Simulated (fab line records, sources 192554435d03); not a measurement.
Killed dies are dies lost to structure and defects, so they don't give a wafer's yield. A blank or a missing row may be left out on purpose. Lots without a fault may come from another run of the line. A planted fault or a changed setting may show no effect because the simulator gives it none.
Problem report in the 8D (eight disciplines) form, filled by code | flow n5_finfet | the parts of the form that need people (team, actions taken, sign-off) are left out

1. THE PROBLEM
run_length_s at N5_BEOL_M1_CO_CAP_55 reads a mean of 64.6 s on 1 wafer of 1 lot; wafers without a fault read 125.3 s with a standard deviation of 0.6. That is -99 or more standard deviations from the usual mean.
The step: material Co, precursor CCTBA/H2, target thk 2 nm, time 102.1 s.
First seen on wafer L216.2, day 9 21:04, on cvd_co-02. The record holds 31 wafers of 11 lots with a number at this step. Rule for "out", or "out of limits": more than 4 standard deviations from the usual mean. The other wafers with a number count as sound.

2. WHAT IT IS AND WHAT IT IS NOT
question                    | is               | is not
which readings at this step | run_length_s     | heater_power_w
which lots                  | L216             | L202, L203, L204, L205, L206, L208, L209, L211, L212, L220
which wafers of those lots  | L216.2           | L216.4
read on which tools         | cvd_co-02        | cvd_co-01
when                        | from day 9 21:04 | up to then (28 sound wafers); but 2 sound wafers of L220 came after

3. SUSPECTS, AND WHAT RULES EACH OUT
Counting: a tool at a process step up to the reading stays a suspect if it ran every lot that is out. Sound lots after the first of them don't rule it out here, since some wafers of a struck lot are sound.
- pvd_sputter-03 at N5_BEOL_M1_SPUTTER_90 (material Cu, target thk 4.5 nm, time 8.29 s): kept. It ran the lot that is out, L216 (day 9 19:33); its last sound lot up to then is L203 (day 6 18:47).
- cvd_co-02 at N5_BEOL_M1_CO_CAP_55 (material Co, precursor CCTBA/H2, target thk 2 nm, time 102.1 s): kept. It ran the lot that is out, L216 (day 9 21:04); its last sound lot up to then is L212 (day 9 01:52). Its own readings are out on those wafers: run_length_s.
- Within cvd_co-02 at N5_BEOL_M1_CO_CAP_55: the wafers that are out ran in chamber 2; their sound lot-mates ran in chamber 1.
Left after counting: pvd_sputter-03 at N5_BEOL_M1_SPUTTER_90, cvd_co-02 at N5_BEOL_M1_CO_CAP_55.

4. THE CAUSE (what the simulator had put in)
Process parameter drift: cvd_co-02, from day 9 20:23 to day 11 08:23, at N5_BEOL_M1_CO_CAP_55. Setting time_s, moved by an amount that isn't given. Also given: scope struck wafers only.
Counting left 2 suspects, and this tool is among them.

5. THE CHAIN OF EFFECTS, in route order
Each row: a reading whose mean over the struck wafers that have a number lies more than 3 standard deviations from the usual. Only readings for which the record gives a usual standard deviation are gone through. hours: the time from each lot's start at the first step in this table that gives one to its start at this step, as a median over the lots. sigmas: the change in usual standard deviations.
hours | step                 | reading      | usual   | on struck wafers | change | sigmas
0     | N5_BEOL_M1_CO_CAP_55 | run_length_s | 125.3 s | 64.6             | -60.7  | -99 or more
The process steps in it:
- N5_BEOL_M1_CO_CAP_55: material Co, precursor CCTBA/H2, target thk 2 nm, time 102.1 s.
Later measuring or inspecting steps at which every struck wafer that the step has a row for has a number for every such reading, and none has moved that far: N5_BEOL_M4_RC_MEAS_101.

6. WHAT WOULD HAVE CAUGHT IT SOONER
In this record the first reading out of limits was taken at day 9 21:04, 1 hour after the fault began at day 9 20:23.
